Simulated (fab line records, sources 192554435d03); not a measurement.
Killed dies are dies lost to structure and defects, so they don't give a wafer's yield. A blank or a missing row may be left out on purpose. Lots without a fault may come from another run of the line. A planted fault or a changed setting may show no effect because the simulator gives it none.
Split-lot experiment | flow n5_finfet | 7 lots, 21 wafers read, on a route of 1938 steps

THE SPLIT
At N5_SD_EPI_N_COAT_33 (time 60 s, resist thk 35 nm), the setting spin_rpm was moved away from the recipe's 1500 rpm on 4 of the 21 wafers read, by +6.2% to +10.3%. The other wafers ran this setting at the recipe's value.

FROM THE SPLIT TO THE READING: what the file shows between them, 3 steps
- N5_SD_EPI_N_COAT_03: resist thk 150 nm
- N5_SD_EPI_N_EBR_05
- N5_SD_EPI_N_DESCUM_14: chemistry O2, time 7.9 s

THE READING
CAR-ArF-block_of_SD_EPI_N_COAT_03.thk_nm (the simulator's own value, which no gauge read), in nm, at N5_SD_EPI_N_ETCH_34 (etches SiARC in CF4, target depth 45.5 nm, time 75.8 s). The file gives no usual value for it. The 17 wafers here that ran the recipe average 111.2 nm, standard deviation 0.41 nm.

wafer  | tool, chamber at the split | spin_rpm as run, rpm | against the recipe | CAR-ArF-block_of_SD_EPI_N_COAT_03.thk_nm, nm | against lot-mates on the recipe
L075.3 | litho_track-02, 0          | 1500                 | recipe             | 111.2                                        | -
L075.4 | litho_track-02, 0          | 1500                 | recipe             | 111.6                                        | -
L075.5 | litho_track-02, 0          | 1500                 | recipe             | 111.4                                        | -
L078.1 | litho_track-05, 0          | 1654                 | +10.3%             | 112.6                                        | +1.8
L078.2 | litho_track-05, 0          | 1500                 | recipe             | 110.8                                        | -
L078.6 | litho_track-05, 0          | 1654                 | +10.3%             | 112.8                                        | +2.0
L079.4 | litho_track-05, 0          | 1500                 | recipe             | 111.4                                        | -
L079.5 | litho_track-05, 0          | 1500                 | recipe             | 111.2                                        | -
L079.6 | litho_track-05, 0          | 1500                 | recipe             | 111.6                                        | -
L090.3 | litho_track-05, 0          | 1500                 | recipe             | 111                                          | -
L090.5 | litho_track-05, 0          | 1500                 | recipe             | 111                                          | -
L090.6 | litho_track-05, 0          | 1500                 | recipe             | 111.2                                        | -
L091.2 | litho_track-03, 0          | 1593                 | +6.2%              | 112.2                                        | +1.4
L091.4 | litho_track-03, 0          | 1593                 | +6.2%              | 112.2                                        | +1.4
L091.6 | litho_track-03, 0          | 1500                 | recipe             | 110.8                                        | -
L092.1 | litho_track-03, 0          | 1500                 | recipe             | 112                                          | -
L092.3 | litho_track-03, 0          | 1500                 | recipe             | 112                                          | -
L092.5 | litho_track-03, 0          | 1500                 | recipe             | 111.6                                        | -
L094.2 | litho_track-02, 0          | 1500                 | recipe             | 110.6                                        | -
L094.3 | litho_track-02, 0          | 1500                 | recipe             | 110.6                                        | -
L094.5 | litho_track-02, 0          | 1500                 | recipe             | 111.2                                        | -

THE FIT
A straight line over all 21 wafers: CAR-ArF-block_of_SD_EPI_N_COAT_03.thk_nm changes by +0.144 nm for each +1% of spin_rpm; r = +0.79; the points scatter about the line by 0.39 nm.
The same after taking each lot's own level away (the mean of its wafers on the recipe; 21 wafers): +0.195 nm for each +1%; r = +0.97; scatter 0.18 nm.
On that fit, the largest move of spin_rpm shifts the reading by 2 nm.
The lots' own levels span 110.80 to 111.87 nm, that is 2.6 times the standard deviation above.
So the lot-to-lot level blurs the effect unless lot-mates are compared.
Check: with one of the wafers moved furthest among these (+10.3%) left out of the fit, the line predicts +2.13 nm for it against its lot-mates. It came out at +1.8 nm against them.

OTHER SPLITS ON THESE WAFERS
These wafers also went through other splits before the reading. Each is held against what the fit with the lots' levels taken away leaves over:
other split on the same wafers | wafers away from the commonest value | r with CAR-ArF-block_of_SD_EPI_N_COAT_03.thk_nm (lot level and that fit taken away)
N5_FIN_SAQP_COAT_68 temp_c     | 5                                    | +0.09
N5_DUMMY_GATE_PECVD_30 time_s  | 8                                    | +0.15
N5_DUMMY_GATE_COAT_28 temp_c   | 10                                   | -0.29

THE WHOLE CHAIN: every reading that the file lists as answering this split, in the file's order
step                | what it does                                           | reading                                                                                   | change (the file's fit)               | r (the file's)
N5_SD_EPI_N_COAT_33 | time 60 s, resist thk 35 nm                            | SiARC_of_SD_EPI_N_COAT_33.thk_nm (the simulator's own value, which no gauge read)         | -0.162 nm for each +1% of the setting | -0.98
N5_SD_EPI_N_ETCH_34 | etches SiARC in CF4, target depth 45.5 nm, time 75.8 s | etch.depth_nm (the simulator's own value, which no gauge read)                            | -0.164 nm for each +1% of the setting | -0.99
N5_SD_EPI_N_ETCH_34 | etches SiARC in CF4, target depth 45.5 nm, time 75.8 s | CAR-ArF-block_of_SD_EPI_N_COAT_03.thk_nm (the simulator's own value, which no gauge read) | +0.196 nm for each +1% of the setting | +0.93

THE FILE'S OWN FIT
CAR-ArF-block_of_SD_EPI_N_COAT_03.thk_nm changes by +0.196 nm for each +1% of spin_rpm, r = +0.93.
